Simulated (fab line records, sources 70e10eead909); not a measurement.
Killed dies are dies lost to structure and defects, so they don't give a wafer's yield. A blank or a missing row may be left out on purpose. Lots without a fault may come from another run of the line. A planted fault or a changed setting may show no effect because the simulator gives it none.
Chamber matching | flow nand_harc | NHARC_P_M2_ETCH_35 on rie_diel-05: 4 sister chambers
The step etches the open film in N2/H2, target depth 40 nm, overetch 12 nm, time 43.94 s. 4 wafers are shown with their chamber, then 9 later ones without.

WAFERS WITH THEIR CHAMBER
wafer  | chamber | rf_vpp_V (V)
L086.4 | 3       | 429.7
L087.2 | 2       | 430.9
L091.1 | 0       | 433.0
L091.6 | 1       | 428.6

WAFERS WITHOUT THEIR CHAMBER
wafer  | rf_vpp_V (V)
L092.2 | 427.9
L092.5 | 426.0
L092.6 | 435.8
L096.4 | 429.5
L096.5 | 426.9
L096.6 | 430.8
L097.1 | 427.7
L097.2 | 428.1
L097.4 | 433.8

WHICH CHAMBER EACH WENT THROUGH
wafer  | from the rows above               | in truth
L092.2 | can't be placed: 1 or 3 or 2      | 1
L092.5 | can't be placed: 1 or 3 or 2      | 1
L092.6 | can't be placed: 0 or 2           | 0
L096.4 | can't be placed: 3 or 1 or 2      | 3
L096.5 | can't be placed: 1 or 3 or 2      | 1
L096.6 | can't be placed: 2 or 3 or 0 or 1 | 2
L097.1 | can't be placed: 1 or 3 or 2      | 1
L097.2 | can't be placed: 1 or 3 or 2      | 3
L097.4 | can't be placed: 0 or 2           | 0
Placed correctly: 0 of 9. Can't be placed from these rows: 9 (the true chamber is among the candidates in 9). Placed wrongly: 0.
How it was worked out, from the rows above alone: a wafer's distance from a chamber is the root of the sum, over the readings, of the square of ((its reading less the chamber's mean) divided by the reading's scatter). The wafer belongs to the nearest chamber; if the next one is less than 2 further off, it can't be placed. A chamber's mean is the mean of its shown wafers. The scatter: with one shown wafer a chamber, the root of the mean of the squares of how far each hidden wafer lies from its nearest shown one.
